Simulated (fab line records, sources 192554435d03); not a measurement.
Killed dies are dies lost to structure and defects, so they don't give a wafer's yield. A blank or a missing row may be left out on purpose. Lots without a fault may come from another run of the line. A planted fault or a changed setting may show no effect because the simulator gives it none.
fab line records | flow n5_finfet
record lots=5 wafers=14 last_day=16
route steps=1938 shown BEOL_M9@1407 PASSIVATION@1936
lots that met no fault: from a run of the same line without faults
start_h: hours from the record's first day to the start of the lot's first wafer shown | wait_h: hours since the lot's step before | " the same as in the row above | L1.1+2: a row that stands for several wafers | - no value, or no start given | * or withheld: withheld | < > ~ a bound
route shown NAME@n: a module of which the file shows steps, and the number in the route of the first | usual: mean/standard deviation of fault-free wafers | same: alike in all rows | chamber/n: place in a boat | sites: the reading at each site | _std_site: their standard deviation | _edge_site: outer sites' mean less inner sites' | radius_mm: how far each site lies from the wafer's centre | mask NAME#n: copy n | behind: the tool/chamber that last shaped the wafer | hold: why the lot was held/for how many hours/how that ended | device: the transistor (n, p or np) that didn't switch | end of line: the same wafers' tests at the end of the route | a step without rows: its recipe alone | killed: dies lost to structure and defects at the first sort, not the wafer's yield | map: a wafer's dies, x killed, . not, _ none there
set.NAME: the setting as run; set.NAME@STEP: as run at that earlier step | model.NAME: the simulator's own value behind a step, which no gauge read
lots at some steps of the route; a table a step, a row a wafer
services: from which hour (start_h, from the record's first day; less than 0 if before it) a tool's chamber was out of use, for how many hours, and why
## steps
# step N5_BEOL_M9_COAT_60
# recipe resist=SiARC temp_c=220 time_s=60 spin_rpm=1500 resist_thk_nm=30
# step N5_BEOL_M9_COAT_05
# recipe resist=CAR-ArF spin_rpm=1500 resist_thk_nm=90
# step N5_BEOL_M9_EBR_07
# recipe solvent=PGMEA ebr_width_mm=1.5
# step N5_BEOL_M9_SOFTBAKE_06
# recipe temp_c=110 time_s=60 resist=CAR-ArF
# step N5_BEOL_M9_EXPOSE_08
# recipe mask_id=M9 na=1.35 source_shape=dipole sigma_inner=0.411 sigma_outer=0.611 polarization=te dose_mj=53.75
# step N5_BEOL_M9_PEB_09
# recipe peb_temp_c=withheld peb_time_s=60 resist=CAR-ArF
# step N5_BEOL_M9_DEVELOP_10
# recipe develop_time_s=30 developer=TMAH resist=CAR-ArF rinse_liquid=diw dry=air_spin dev_temp_c=23
# step N5_BEOL_M9_CD_MEAS_11
# recipe target_cd_nm=64.1 landing_energy_ev=500 detector=se_inlens polarity=opening
# usual cd_nm=64.1/0.6
# columns lot.wafer tool chamber start_h wait_h cd_nm
L507.1 cd_sem-02 0 209.71 - 64.0
L507.2 " 0 " " 63.9
L507.4 " 0 " " 63.6
L508.2 cd_sem-01 0 227.06 - 64.2
L508.3 " 0 " " 64.4
L508.6 " 0 " " 64.0
L522.3 cd_sem-03 0 307.73 - 64.7
L522.4 " 0 " " 64.1
L526.2 cd_sem-01 0 333.80 - 63.9
L526.5 " 0 " " 65.2
L526.6 " 0 " " 64.9
L527.1 cd_sem-01 0 338.26 - 63.9
L527.4 " 0 " " 64.7
L527.5 " 0 " " 64.3
# step N5_BEOL_M9_OVL_MEAS_12
# recipe points_per_wafer=44
# usual M9_OVL=-0.2/0.7
# columns lot.wafer tool chamber start_h wait_h M9_OVL[nm]
L507.1 overlay-01 0 209.74 0.0 -0.1
L507.2 " 0 " " -0.4
L507.4 " 0 " " 0.0
L508.2 overlay-02 0 227.09 0.0 -0.4
L508.3 " 0 " " 0.0
L508.6 " 0 " " -1.0
L522.3 overlay-02 0 307.76 0.0 -0.7
L522.4 " 0 " " -0.2
L526.2 overlay-02 0 333.83 0.0 -0.4
L526.5 " 0 " " 0.0
L526.6 " 0 " " -0.3
L527.1 overlay-01 0 338.29 0.0 0.4
L527.4 " 0 " " 0.2
L527.5 " 0 " " 0.5
# step N5_BEOL_M9_INSPECT_13
# recipe mode=adi inspect_instrument=brightfield
# usual raw_defect_count=403/100
# columns lot.wafer tool chamber start_h wait_h raw_defect_count
L507.1 defect_inspect-02 - 209.76 0.0 433
L507.2 " - " " 421
L507.4 " - " " 480
L508.2 defect_inspect-02 - 227.11 0.0 331
L508.3 " - " " 472
L508.6 " - " " 372
L522.3 defect_inspect-02 - 307.79 0.0 425
L522.4 " - " " 369
L526.2 defect_inspect-01 - 333.85 0.0 330
L526.5 " - " " 310
L526.6 " - " " 387
L527.1 defect_inspect-02 - 338.32 0.0 260
L527.4 " - " " 249
L527.5 " - " " 520
# step N5_BEOL_M9_DESCUM_16
# recipe chemistry=O2 time_s=7.9 source_power_w=50 bias_power_w=20 pressure_mtorr=20 rf_frequency_hz=2.712e+07 temp_c=40 resist=CAR-ArF o2_flow_sccm=225
# usual drypump_motor_current_A=6.0/0.54 oes_product_au=0.80/0.1 rf_vpp_V=242.9/1.3 showerhead_plenum_p_Torr=2.07/0.058 throttle_valve_pct=20.42/0.27
# columns lot.wafer tool chamber start_h wait_h drypump_motor_current_A oes_product_au rf_hours_counter_h rf_vpp_V showerhead_plenum_p_Torr throttle_valve_pct
L507.1 rie_diel-06 0 209.80 0.0 6.1 0.78 123 244.5 2.10 20.54
L507.2 " 2 " " 4.9 0.69 220 243.1 2.07 20.71
L507.4 " 0 " " 6.1 0.78 - 244.6 2.10 20.55
L508.2 rie_diel-03 3 227.51 0.4 6.5 0.70 248 242.6 2.07 20.69
L508.3 " 1 " " 5.8 0.73 176 244.4 2.14 20.45
L508.6 " 0 " " 6.4 0.76 - 243.3 2.00 20.41
L522.3 rie_diel-03 2 307.82 0.0 6.2 0.91 31 243.3 2.11 19.89
L522.4 " 3 " " 6.4 0.93 18 242.3 2.06 20.31
L526.2 rie_diel-04 1 333.92 0.1 6.4 0.83 73 241.9 2.02 20.77
L526.5 " 2 " " 5.1 0.78 - 242.0 2.00 20.25
L526.6 " 1 " " 6.4 0.82 - 240.6 2.02 20.79
L527.1 rie_diel-06 2 338.35 0.0 4.9 0.92 5 242.6 2.05 20.17
L527.4 " 1 " " 6.0 0.86 47 241.9 2.04 20.47
L527.5 " 2 " " 4.9 0.92 - 242.7 2.05 20.19
# step N5_BEOL_M9_ETCH_61
# recipe chemistry=CF4 target=SiARC target_depth_a=390 mask_material=CAR-ArF time_s=65 ion_energy_ev=80 pressure_mtorr=40 source_w=545 bias_w=36 Ar_flow_sccm=100 cf4_flow_sccm=100 ends=cleared
# usual drypump_motor_current_A=6.0/0.54 etch_rf_on_time_s=64.1/1.9 oes_product_au=0.69/0.084 rf_vpp_V=183.8/1.1 showerhead_plenum_p_Torr=2.12/0.055 throttle_valve_pct=15.61/0.28
# columns lot.wafer tool chamber start_h wait_h drypump_motor_current_A etch_rf_on_time_s oes_product_au rf_hours_counter_h rf_vpp_V showerhead_plenum_p_Torr throttle_valve_pct
L507.1 rie_diel-06 0 209.83 0.0 6.1 62.0 0.67 123 184.9 2.15 15.70
L507.2 " 2 " " 4.9 62.1 0.62 220 183.2 2.12 15.91
L507.4 " 0 " " 6.1 61.9 0.68 - 184.7 2.15 15.74
L508.2 rie_diel-03 3 227.55 0.0 6.4 63.1 0.60 248 183.6 2.10 15.78
L508.3 " 1 " " 5.8 63.9 0.64 176 185.5 2.20 15.80
L508.6 " 0 " " 6.4 61.1 0.65 - 182.5 2.05 15.64
L522.3 rie_diel-03 2 307.85 0.0 6.2 62.6 0.78 31 183.2 2.15 15.05
L522.4 " 3 " " 6.5 64.6 0.80 18 182.4 2.09 15.33
L526.2 rie_diel-04 1 333.96 0.0 6.5 66.6 0.69 73 182.2 2.07 15.81
L526.5 " 2 " " 5.1 66.1 0.66 - 181.7 2.09 15.70
L526.6 " 1 " " 6.4 66.8 0.69 - 184.0 2.07 15.83
L527.1 rie_diel-06 2 338.39 0.0 4.9 63.5 0.81 5 184.2 2.11 15.39
L527.4 " 1 " " 5.9 63.6 0.76 47 183.5 2.09 15.56
L527.5 " 2 " " 4.9 63.4 0.82 - 182.6 2.11 15.41
# step N5_BEOL_M9_ETCH_62
# recipe chemistry=N2/H2 target=SOC target_depth_a=1100 overetch_a=220 mask_material=SiARC temp_c=40 time_s=165 ion_energy_ev=200 pressure_mtorr=30 source_w=840 bias_w=150 n2_flow_sccm=200 h2_flow_sccm=200
# usual drypump_motor_current_A=6.0/0.54 n2_flow_sccm=200.0/0.58 oes_product_au=0.68/0.081 rf_vpp_V=523.4/2.2 showerhead_plenum_p_Torr=2.52/0.076 throttle_valve_pct=17.8/0.3
# columns lot.wafer tool chamber start_h wait_h drypump_motor_current_A n2_flow_sccm oes_product_au rf_hours_counter_h rf_vpp_V showerhead_plenum_p_Torr throttle_valve_pct model.SiARC_of_BEOL_M9_COAT_60.thk_nm model.BEOL_M9.cd_offset_nm
L507.1 rie_diel-06 0 209.88 0.0 6.1 200.5 0.66 123 524.3 2.55 17.9 23.6 0.2
L507.2 " 2 " " 4.9 199.3 0.59 220 523.6 2.50 18.0 23.4 -0.8
L507.4 " 0 " " 6.1 200.5 0.66 - 522.7 2.55 17.9 23.4 -0.8
L508.2 rie_diel-03 3 227.60 0.0 6.4 198.8 0.58 248 525.1 2.50 18.1 23.4 0
L508.3 " 1 " " 5.8 200.1 0.63 176 526.6 2.62 17.9 23.4 0.4
L508.6 " 0 " " 6.4 200.2 0.62 - 521.0 2.41 17.8 23.6 0.2
L522.3 rie_diel-03 2 307.90 0.0 6.2 200.0 0.75 31 526.1 2.55 17.1 19 2.2
L522.4 " 3 " " 6.5 200.4 0.79 18 522.4 2.49 17.7 23.4 0.4
L526.2 rie_diel-04 1 334.01 0.0 6.5 199.9 0.69 73 520.9 2.46 18.1 23.4 -0.6
L526.5 " 2 " " 5.1 200.2 0.66 - 519.9 2.45 17.8 23.2 1
L526.6 " 1 " " 6.4 200.2 0.70 - 520.5 2.46 18.1 23.2 0
L527.1 rie_diel-06 2 338.44 0.0 4.9 199.6 0.79 5 523.7 2.49 17.4 23.6 -0.6
L527.4 " 1 " " 6.0 200.3 0.74 47 521.8 2.46 17.7 23.2 0.8
L527.5 " 2 " " 4.9 200.9 0.80 - 521.6 2.49 17.4 23.6 -0.2
# step N5_BEOL_M9_STRIP_68
# recipe chemistry=N2/H2 temp_c=40 n2_flow_sccm=200 h2_flow_sccm=200 rf_frequency_hz=6e+07
# step N5_BEOL_M9_STRIP_67
# recipe chemistry=CF4 resist=SiARC power_w=300 bias_power_w=75 pressure_mtorr=50 cf4_flow_sccm=150 rf_frequency_hz=6e+07
# usual drypump_motor_current_A=6.0/0.54 oes_product_au=0.80/0.095 rf_vpp_V=271.0/1.4 showerhead_plenum_p_Torr=1.78/0.043 throttle_valve_pct=13.59/0.27
# columns lot.wafer tool chamber start_h wait_h drypump_motor_current_A oes_product_au rf_hours_counter_h rf_vpp_V showerhead_plenum_p_Torr throttle_valve_pct
L507.1 rie_diel-06 0 210.03 0.0 6.1 0.77 123 271.0 1.79 13.65
L507.2 " 2 " " 4.9 0.70 220 271.4 1.78 13.93
L507.4 " 0 " " 6.1 0.77 - 270.1 1.79 13.63
L508.2 rie_diel-03 3 227.74 0.0 6.5 0.69 248 270.0 1.76 13.83
L508.3 " 1 " " 5.8 0.75 176 272.7 1.84 13.77
L508.6 " 0 " " 6.4 0.74 - 270.3 1.73 13.67
L522.3 rie_diel-03 2 308.05 0.0 6.2 0.87 31 274.1 1.81 13.04
L522.4 " 3 " " 6.5 0.93 18 270.9 1.76 13.30
L526.2 rie_diel-04 1 334.15 0.0 6.5 0.82 74 271.4 1.73 13.74
L526.5 " 2 " " 5.2 0.78 - 269.0 1.75 13.63
L526.6 " 1 " " 6.5 0.81 - 270.2 1.73 13.75
L527.1 rie_diel-06 2 338.58 0.0 4.9 0.94 5 268.8 1.77 13.38
L527.4 " 1 " " 6.0 0.88 47 270.3 1.77 13.56
L527.5 " 2 " " 4.9 0.94 - 270.2 1.77 13.39
# step N5_BEOL_M9_HM_OPEN_17
# recipe chemistry=Cl2/BCl3 target_depth_a=200 overetch_a=60 target=TiN mask_material=SOC ion_energy_ev=150 pressure_mtorr=10 icp_w=1000 bias_w=126 Cl2_flow_sccm=53.25 bcl3_flow_sccm=21.75 Ar_flow_sccm=25
# usual bcl3_flow_sccm=21.76/0.071 drypump_motor_current_A=5.8/0.39 he_backside_leak_sccm=3.35/0.26 oes_product_au=0.67/0.096 throttle_valve_pct=22.2/0.31
# columns lot.wafer tool chamber start_h wait_h bcl3_flow_sccm drypump_motor_current_A he_backside_leak_sccm oes_product_au rf_hours_counter_h throttle_valve_pct model.BEOL_M9.cd_offset_nm
L507.1 rie_metal-03 0 210.07 0.0 21.73 6.6 3.09 0.57 105 22.1 0.2
L507.2 " 1 " " 21.81 5.2 3.15 0.65 51 22.4 -0.6
L507.4 " 1 " " 21.71 5.1 3.08 0.65 - 22.4 -0.8
L508.2 rie_metal-03 1 227.78 0.0 21.69 5.2 3.55 0.65 52 22.4 0
L508.3 " 0 " " 21.77 6.5 3.14 0.55 - 22.1 0.4
L508.6 " 0 " " 21.86 6.6 3.24 0.55 - 22.1 0.2
L522.3 rie_metal-02 1 308.12 0.1 21.79 5.8 3.36 0.76 - 21.6 2
L522.4 " 0 " " 21.61 5.6 3.65 0.58 - 22.4 0.2
L526.2 rie_metal-01 1 334.20 0.0 21.65 5.7 3.33 0.71 22 22.2 -0.4
L526.5 " 1 " " 21.72 5.7 3.34 0.72 - 22.2 1.2
L526.6 " 0 " " 21.72 6.0 3.10 0.79 - 22.4 0
L527.1 rie_metal-01 0 338.62 0.0 21.78 6.0 2.99 0.80 4 22.4 -0.6
L527.4 " 0 " " 21.88 6.0 3.21 0.80 - 22.4 0.6
L527.5 " 1 " " 21.79 5.7 3.30 0.72 - 22.2 -0.2
# step N5_BEOL_M9_STRIP_19
# recipe chemistry=O2 power_w=400 temp_c=40 pressure_mtorr=30 rf_frequency_hz=6e+07 bias_power_w=0 overash_fraction=0.2 o2_flow_sccm=225
# usual drypump_motor_current_A=6.0/0.52 oes_product_au=0.79/0.095 rf_vpp_V=3.5/0.62 showerhead_plenum_p_Torr=2.08/0.06 throttle_valve_pct=16.70/0.26
# columns lot.wafer tool chamber start_h wait_h drypump_motor_current_A oes_product_au rf_hours_counter_h rf_vpp_V showerhead_plenum_p_Torr throttle_valve_pct
L507.1 rie_diel-03 3 210.18 0.1 6.5 0.70 242 2.4 2.08 16.93
L507.2 " 0 " " 6.4 0.75 167 3.3 2.00 16.67
L507.4 " 3 " " 6.5 0.70 - 2.3 2.07 16.93
L508.2 rie_diel-03 2 228.06 0.2 6.2 1.00 2 2.6 2.12 16.06
L508.3 " 1 " " 5.8 0.72 176 2.9 2.15 16.79
L508.6 " 3 " " 6.5 0.69 - 3.0 2.07 16.93
L522.3 rie_diel-03 3 308.20 0.1 6.4 0.92 18 2.3 2.07 16.49
L522.4 " 0 " " 6.4 0.73 202 2.7 1.99 16.73
L526.2 rie_diel-04 1 334.31 0.1 6.5 0.82 74 2.6 2.03 16.95
L526.5 " 0 " " 6.3 0.66 - 4.6 2.09 16.66
L526.6 " 1 " " 6.5 0.82 - 4.2 2.02 16.93
L527.1 rie_diel-04 3 338.73 0.1 5.6 0.71 210 3.1 2.16 17.16
L527.4 " 0 " " 6.3 0.66 223 4.0 2.09 16.67
L527.5 " 0 " " 6.4 0.67 - 4.1 2.09 16.66
# step N5_PASSIVATION_PROBE_49
# usual defect_limited_yield=91.0/1.4 killed_at_M0_to_M3=36/11 killed_at_M4_up=13/5.4 killed_at_contacts=12/6.4 killed_at_front_end=41/13 killed_at_other=2.9/2.3 killed_dies=106/17 killed_open=70/12 killed_short=34/8.4 sort_bin_5_function=5.2/1 sort_bin_6_memory=3.4/0.63 sort_n_pass=1074/18 sort_yield_pct=91.0/1.6
# same gross_dies=1180 killed_at_back_side=0 sort_bin_4_leakage[%]=0 sort_bin_8_speed[%]=0
# columns lot.wafer tool chamber start_h wait_h defect_limited_yield[%] killed_at_M0_to_M3 killed_at_M4_up killed_at_contacts killed_at_front_end killed_at_other killed_dies killed_open killed_short sort_bin_5_function[%] sort_bin_6_memory[%] sort_n_pass sort_yield_pct[%]
L507.1 prober-02 - 274.49 0.0 87.8 34 11 29 67 3 144 103 40 6.9 4.9 1036 87.8
L507.2 prober-02 - 274.54 0.1 91.0 31 6 20 44 5 106 68 37 5.0 3.6 1074 91.0
L507.4 prober-02 - 274.64 0.2 87.9 49 9 26 51 8 143 96 39 7.1 4.2 1037 87.9
L508.2 prober-01 - 287.71 0.1 91.8 24 11 22 33 7 97 65 32 4.6 3.5 1083 91.8
L508.3 prober-01 - 287.76 0.1 90.3 47 7 8 46 7 115 75 39 6.0 3.5 1065 90.3
L508.6 prober-01 - 287.91 0.3 91.8 38 10 6 42 1 97 62 34 5.0 3.1 1083 91.8
L522.3 prober-02 - 362.50 0.1 89.5 60 8 19 35 2 124 77 44 6.7 3.4 1056 89.5
L526.2 prober-02 - 395.41 0.1 88.9 38 12 4 70 7 131 87 42 7.0 3.8 1049 88.9
L526.5 prober-02 - 395.56 0.2 90.4 26 28 6 48 5 113 74 35 5.8 3.1 1067 90.4
L526.6 prober-02 - 395.61 0.3 92.4 29 14 12 33 2 90 63 26 4.0 3.4 1090 92.4
L527.1 prober-01 - 395.52 0.0 90.1 34 19 27 34 3 117 81 33 6.0 3.4 1063 90.1
L527.4 prober-01 - 395.67 0.2 91.3 22 18 11 47 5 103 68 35 5.4 2.9 1077 91.3
L527.5 prober-01 - 395.72 0.2 91.1 25 22 17 33 8 105 66 36 5.0 3.5 1075 91.1
# killed by level:class
L507.1 MOL_CONTACT_COAG:geometric_particle:open=25 DUMMY_GATE:geometric_particle:open=12 FIN_SAQP:geometric_particle:open=10 BEOL_M2:geometric_particle:open=10 SPACER0:geometric_particle:open=8 BEOL_M0_SAQP:geometric_particle:open=8 FIN_SAQP:geometric_particle:short=7 STI_FIN_REVEAL:geometric_particle:open=6
L507.2 MOL_CONTACT_COAG:geometric_particle:open=17 DUMMY_GATE:geometric_particle:open=12 STI_FIN_REVEAL:geometric_particle:open=9 BEOL_M0_SAQP:geometric_particle:open=9 FIN_SAQP:geometric_particle:open=7 FIN_SAQP:geometric_particle:short=7 BEOL_M0_SAQP:geometric_particle:short=7 STI_FIN_REVEAL:geometric_particle:short=4
L507.4 MOL_CONTACT_COAG:geometric_particle:open=24 BEOL_M0_SAQP:geometric_particle:short=11 BEOL_M0_SAQP:geometric_particle:open=10 STI_FIN_REVEAL:geometric_particle:open=8 DUMMY_GATE:geometric_particle:open=8 HKMG_FIN:area_etch=8 BEOL_M1:geometric_particle:short=6 BEOL_M2:geometric_particle:open=6
L508.2 MOL_CONTACT_COAG:geometric_particle:open=17 FIN_SAQP:geometric_particle:short=9 FIN_SAQP:geometric_particle:open=8 BEOL_M0_SAQP:geometric_particle:open=8 MOL_CONTACT_COAG:geometric_particle:short=5 BEOL_M4:geometric_particle:open=5 DUMMY_GATE:geometric_particle:open=4 BEOL_M0_SAQP:geometric_particle:short=4
L508.3 BEOL_M0_SAQP:geometric_particle:short=19 FIN_SAQP:geometric_particle:open=11 BEOL_M0_SAQP:geometric_particle:open=10 STI_FIN_REVEAL:geometric_particle:open=9 BEOL_M3:geometric_particle:open=8 MOL_CONTACT_COAG:geometric_particle:open=6 BEOL_M1:geometric_particle:open=5 DUMMY_GATE:geometric_particle:open=4
L508.6 FIN_SAQP:geometric_particle:open=21 BEOL_M0_SAQP:geometric_particle:short=17 BEOL_M0_SAQP:geometric_particle:open=10 BEOL_M4:geometric_particle:open=6 GATE_CUT:geometric_particle:short=4 MOL_CONTACT_COAG:geometric_particle:open=4 BEOL_M1:geometric_particle:open=4 STARTING-WAFER:geometric_particle:open=4
L522.3 BEOL_M0_SAQP:geometric_particle:short=17 MOL_CONTACT_COAG:geometric_particle:open=16 BEOL_M0_SAQP:geometric_particle:open=13 BEOL_M2:geometric_particle:open=10 FIN_SAQP:geometric_particle:open=7 FIN_SAQP:geometric_particle:short=7 BEOL_M1:geometric_particle:open=6 BEOL_M3:geometric_particle:open=6
L526.2 STI_FIN_REVEAL:geometric_particle:open=18 FIN_SAQP:geometric_particle:open=15 FIN_SAQP:geometric_particle:short=15 BEOL_M3:geometric_particle:open=10 BEOL_M2:geometric_particle:open=9 BEOL_M1:geometric_particle:short=6 STARTING-WAFER:geometric_particle:open=5 STI_FIN_REVEAL:geometric_particle:short=4
L527.1 MOL_CONTACT_COAG:geometric_particle:open=20 STI_FIN_REVEAL:geometric_particle:open=11 BEOL_M4:geometric_particle:open=9 BEOL_M1:geometric_particle:open=7 FIN_SAQP:geometric_particle:open=6 FIN_SAQP:geometric_particle:short=6 MOL_CONTACT_COAG:geometric_particle:short=5 BEOL_M2:geometric_particle:open=5
L526.5 STI_FIN_REVEAL:geometric_particle:open=20 BEOL_M4:geometric_particle:open=18 BEOL_M3:geometric_particle:short=8 BEOL_M3:geometric_particle:open=6 FIN_SAQP:geometric_particle:open=5 STI_FIN_REVEAL:geometric_particle:short=5 BEOL_M2:geometric_particle:open=5 FIN_SAQP:geometric_particle:short=4
L526.6 STI_FIN_REVEAL:geometric_particle:open=13 MOL_CONTACT_COAG:geometric_particle:open=9 BEOL_M4:geometric_particle:open=7 BEOL_M3:geometric_particle:open=6 FIN_SAQP:geometric_particle:open=5 BEOL_M0_SAQP:geometric_particle:open=5 FIN_SAQP:geometric_particle:short=4 BEOL_M1:geometric_particle:open=4
L527.4 FIN_SAQP:geometric_particle:open=9 STI_FIN_REVEAL:geometric_particle:open=8 FIN_SAQP:geometric_particle:short=7 MOL_CONTACT_COAG:geometric_particle:open=7 DUMMY_GATE:geometric_particle:open=6 BEOL_M3:geometric_particle:open=6 STARTING-WAFER:geometric_particle:open=6 BEOL_M0_SAQP:geometric_particle:short=5
L527.5 MOL_CONTACT_COAG:geometric_particle:open=14 BEOL_M4:geometric_particle:open=13 GATE_CUT:geometric_particle:short=8 FIN_SAQP:geometric_particle:open=7 BEOL_M0_SAQP:geometric_particle:short=6 FIN_CUT:geometric_particle:open=4 BEOL_M1:geometric_particle:open=4 BEOL_M2:geometric_particle:open=4
## services
# columns tool chamber start_h hours kind
rie_diel-04 - 189.36 0.7 repair
rie_diel-03 2 189.95 11.4 repair
rie_metal-03 0 191.47 12.2 repair
rie_metal-02 - 196.12 2.8 pm
rie_diel-06 1 200.94 9.8 repair
rie_diel-03 2 201.58 - clean
rie_diel-03 2 201.58 - consumable_replace:focus_ring
rie_diel-03 2 201.58 20.9 scheduled_down
rie_diel-03 2 201.58 20.9 vent_cycle
rie_diel-03 3 235.47 - clean
rie_diel-03 3 235.47 - consumable_replace:focus_ring
rie_diel-03 3 235.47 22.2 scheduled_down
rie_diel-03 3 235.47 22.2 vent_cycle
rie_diel-06 3 243.38 - clean
rie_diel-06 3 243.38 - consumable_replace:focus_ring
rie_diel-06 3 243.38 - consumable_replace:showerhead
rie_diel-06 3 243.38 15.5 scheduled_down
rie_diel-06 3 243.38 15.5 vent_cycle
rie_diel-03 0 248.64 2.4 repair
rie_diel-04 0 270.55 4.8 repair
rie_diel-04 - 287.94 14.6 pm
rie_diel-06 2 298.30 - clean
rie_diel-06 2 298.30 - consumable_replace:focus_ring
rie_diel-03 0 321.20 4.8 repair
## key
first_sign none at tools or gauges
model_effect step=N5_BEOL_M9_ETCH_62 value=SiARC_of_BEOL_M9_COAT_60.thk_nm without=22.8 struck=19
model_effect step=N5_BEOL_M9_HM_OPEN_17 value=BEOL_M9.cd_offset_nm without=0.2 struck=2
met_at N5_BEOL_M9_ETCH_62
struck_wafers L522.3
onset_between 227.60 307.90
fault kind=process_parameter_drift tool=rie_diel-03 chamber=- onset_h=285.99 steps=N5_BEOL_M9_ETCH_62 channel=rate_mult offset=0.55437 shape=step end_h=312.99 scope=struck_wafers_only
